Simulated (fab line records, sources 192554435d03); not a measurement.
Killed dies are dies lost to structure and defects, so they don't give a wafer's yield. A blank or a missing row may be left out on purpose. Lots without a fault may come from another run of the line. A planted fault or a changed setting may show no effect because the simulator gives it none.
Which tool did it? | flow n5_finfet | 12 lots, 34 wafers sampled, at 2 steps of a route of 1938

WHAT THE GAUGES READ, wafer by wafer
N5_BEOL_M4_INSPECT_59: inspects for defects (darkfield).
lot  | measured     | on                | raw_defect_count
L659 | day 10 01:37 | defect_inspect-02 | 80 100 60
L660 | day 10 07:55 | defect_inspect-02 | 76 96
L661 | day 10 11:33 | defect_inspect-02 | 26 61 70
L663 | day 10 20:35 | defect_inspect-02 | 106 88 72
L666 | day 11 10:31 | defect_inspect-02 | 86 69 87
L667 | day 11 12:04 | defect_inspect-01 | 62 108
L664 | day 11 21:36 | defect_inspect-01 | 75 105 56
L669 | day 12 11:42 | defect_inspect-01 | 61 60 76
L672 | day 12 13:54 | defect_inspect-01 | 60 93 70
L678 | day 14 19:15 | defect_inspect-01 | 61 88 115
L680 | day 15 03:18 | defect_inspect-01 | 58 57 60
L681 | day 15 13:24 | defect_inspect-02 | 55 57 81

N5_BEOL_M5_OVL_MEAS_12.
lot  | measured     | on         | M5_OVL (nm)
L659 | day 10 07:40 | overlay-01 | 1.2 0.8 1.2
L660 | day 10 11:07 | overlay-02 | 0.8 -0.1
L661 | day 10 16:47 | overlay-01 | -0.3 -0.3 -0.2
L663 | day 11 00:52 | overlay-02 | -0.2 -0.3 -0.2
L666 | day 11 14:34 | overlay-01 | 0.9 0.2 0.8
L667 | day 11 14:58 | overlay-02 | -0.1 0.9
L664 | day 12 01:49 | overlay-01 | -0.6 0.0 0.6
L669 | day 12 15:47 | overlay-01 | -0.4 -0.3 -0.3
L672 | day 12 19:02 | overlay-01 | 0.4 0.3 -0.1
L678 | day 14 23:01 | overlay-01 | 0.8 0.2 0.4
L680 | day 15 06:09 | overlay-02 | -0.5 -0.1 -0.1
L681 | day 15 16:14 | overlay-01 | 0.3 0.8 0.7

WHICH TOOL RAN EACH LOT (tool, then ch and the chambers of the sampled wafers, then the start)
The record holds no process step before these readings.

WHAT THE TOOLS THEMSELVES READ (means of the sampled wafers that have a number; where no wafer has one, the mark that the record gives instead)
The record holds no such reading with a usual standard deviation.

THE ANSWER, worked out from the rows above alone
Rule: what is usual is taken from the lots themselves. Put in order of their means at a reading, lots are off if they are a third of the lots or fewer, leave a main group of 4 or more, and stand apart from it by a gap of 3 or more times the standard deviation of the main group's means; of several such gaps the widest counts. A main group whose means are all the same, to the digits that the tables above print for the reading, isn't used. A lot without any number at a reading at which 4 lots or more have one is off too. The other lots that the step has rows for count as sound. The gauges are gone through in route order, then the tools' own readings, and for those a lot's mean is taken as printed above. The first step at which some lot is off is used, and at that step the reading that is off furthest; a lot without a number counts as furthest.
No lot is off at any reading shown: from this, nothing can be told.

WHAT THE SIMULATOR HAD PUT IN
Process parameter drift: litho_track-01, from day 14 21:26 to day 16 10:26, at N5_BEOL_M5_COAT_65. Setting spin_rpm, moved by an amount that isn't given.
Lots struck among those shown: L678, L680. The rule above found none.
